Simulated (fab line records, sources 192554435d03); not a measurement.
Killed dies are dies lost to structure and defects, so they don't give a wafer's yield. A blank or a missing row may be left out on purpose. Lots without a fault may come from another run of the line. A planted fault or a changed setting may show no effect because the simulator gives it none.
Chamber matching | flow n5_finfet | N5_BEOL_M13_ILD_DEP_00 on pecvd-03: 3 sister chambers
The step deposits SiOC from DEMS/O2, target thk 837.92 nm, time 166.4 s. 3 wafers are shown with their chamber, then 8 later ones without.

WAFERS WITH THEIR CHAMBER
wafer  | chamber | throttle_valve_pct (%)
L089.4 | 1       | 12.5
L089.6 | 0       | 13.3
L088.2 | 2       | 11.6

WAFERS WITHOUT THEIR CHAMBER
wafer  | throttle_valve_pct (%)
L088.3 | 12.5
L088.5 | 11.6
L094.1 | 11.4
L094.2 | 12.4
L094.3 | 13.6
L094.4 | 12.4
L094.5 | 13.0
L094.6 | 11.8

WHICH CHAMBER EACH WENT THROUGH
wafer  | from the rows above     | in truth
L088.3 | 1                       | 1
L088.5 | 2                       | 2
L094.1 | 2                       | 2
L094.2 | 1                       | 1
L094.3 | 0                       | 0
L094.4 | 1                       | 1
L094.5 | can't be placed: 0 or 1 | 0
L094.6 | 2                       | 2
Placed correctly: 7 of 8. Can't be placed from these rows: 1 (the true chamber is among the candidates in 1). Placed wrongly: 0.
How it was worked out, from the rows above alone: a wafer's distance from a chamber is the root of the sum, over the readings, of the square of ((its reading less the chamber's mean) divided by the reading's scatter). The wafer belongs to the nearest chamber; if the next one is less than 2 further off, it can't be placed. A chamber's mean is the mean of its shown wafers. The scatter: with one shown wafer a chamber, the root of the mean of the squares of how far each hidden wafer lies from its nearest shown one.
